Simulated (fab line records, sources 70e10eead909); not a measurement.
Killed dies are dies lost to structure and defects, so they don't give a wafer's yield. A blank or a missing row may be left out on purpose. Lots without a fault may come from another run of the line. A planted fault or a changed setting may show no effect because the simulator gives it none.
A struck lot beside a sound one | flow nand_harc | 14 steps out of a route of 1159
Sound: wafers L203.1, L203.4, L203.6. Struck: wafer L213.2. (L213.1, L213.4 of the same lot were not struck and are left out.) The cause comes at the end.
At each step with rows: each side's tool, then ch and its chambers, then its first start. Under that, the readings that differ: sound wafers | struck wafers | difference of the means | sigmas: that difference in standard deviations of wafers without a fault.
alike: readings whose means differ by less than 2 such deviations, and words and numbers that are the same on both sides. not compared: withheld readings, readings that some wafer has no value for, bounds like >300 that may hide the same value, and numbers for which the record gives no deviation and whose values overlap.
The two part at a step that has a row with sigmas, a row that says differs or no value, or rows on one side only. Numbers that don't overlap but have no deviation are shown without sigmas and don't part them. A reading that every wafer of one side lacks parts them only if that side has two wafers or more.

NHARC_A_CONTACT_INSPECT_10:
  sound on defect_inspect-01, day 17 13:28; struck on defect_inspect-01, day 19 23:48
  alike: raw_defect_count
NHARC_A_CONTACT_DESCUM_13: chemistry O2, time 3 s.
  sound on rie_diel-12 ch 0,1, day 17 13:35; struck on rie_diel-12 ch 0, day 19 23:52
  alike: drypump_motor_current_A, oes_product_au, rf_vpp_V, showerhead_plenum_p_Torr, throttle_valve_pct
  not compared: rf_hours_counter_h
then, 5 steps without rows for these wafers: NHARC_A_CONTACT_ETCH_88 (etches the open film in CF4, target depth 39 nm, time 65 s); NHARC_A_CONTACT_ETCH_89 (etches the open film in N2/H2, target depth 260 nm, time 475.3 s); NHARC_A_CONTACT_ETCH_30 (etches the open film in CF4/CHF3, target depth 60.5 nm, time 30.2 s); NHARC_A_CONTACT_ETCH_31 (etches the open film in O2/COS, target depth 2000 nm, time 520 s); NHARC_A_CONTACT_ETCH_134 (etches the open film in C4F8/O2/Ar, time 140 s, target depth 700 nm).
NHARC_A_CONTACT_ETCH_135: etches the open film in C4F8/O2/Ar, time 132 s, target depth 1287 nm.
  sound on har_cap_etch-02 ch 0,1, day 17 15:01; struck on har_cap_etch-01 ch 0, day 20 01:36
  not compared: rf_hours_counter_h, run_length_s
then, 1 step without rows for these wafers: NHARC_A_CONTACT_ETCH_136 (etches the open film in C4F8/O2/Ar, time 132 s, target depth 1287 nm).
NHARC_A_CONTACT_ETCH_137: etches the open film in C4F8/O2/Ar, time 132 s, target depth 1287 nm.
  sound on har_cap_etch-02 ch 0,1, day 17 15:16; struck on har_cap_etch-01 ch 0, day 20 01:50
  not compared: rf_hours_counter_h, run_length_s
NHARC_A_CONTACT_ETCH_138: etches the open film in C4F8/O2/Ar, time 132 s, target depth 1289 nm.
  sound on har_cap_etch-02 ch 0,1, day 17 15:23; struck on har_cap_etch-01 ch 0, day 20 01:58
  not compared: rf_hours_counter_h, run_length_s
then, 1 step without rows for these wafers: NHARC_A_CONTACT_ETCH_139 (etches the open film in C4F8/O2/Ar, time 137 s, target depth 590 nm).
NHARC_A_CONTACT_ETCH_92: etches the open film in CH3F/O2, target depth 40 nm, time 85.7 s.
  sound on rie_diel-12 ch 1,2, day 17 15:54; struck on rie_diel-12 ch 3, day 20 02:29
  reading          | sound             | struck | difference | sigmas
  run_length_s (s) | 107.0 107.4 106.8 | 80.2   | -26.9      | -71
  alike: drypump_motor_current_A, oes_product_au, rf_vpp_V, showerhead_plenum_p_Torr, throttle_valve_pct
  not compared: rf_fwd_power_W, rf_hours_counter_h
NHARC_A_CONTACT_ETCH_98: etches the open film in C4F6/O2, target depth 20 nm, time 10 s.
  sound on rie_diel-12 ch 0,1,3; struck on rie_diel-12 ch 0
  alike: drypump_motor_current_A, oes_product_au, rf_fwd_power_W, rf_vpp_V, run_length_s, showerhead_plenum_p_Torr, throttle_valve_pct
  not compared: rf_hours_counter_h

WHERE THEY PART
Only at NHARC_A_CONTACT_ETCH_92, within this record. Later steps at which nothing parts them and some readings are alike: NHARC_A_CONTACT_ETCH_98.

WHY: what the simulator had put in
Process parameter drift: rie_diel-12, from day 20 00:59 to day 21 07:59, at NHARC_A_CONTACT_ETCH_92. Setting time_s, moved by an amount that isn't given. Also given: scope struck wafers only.
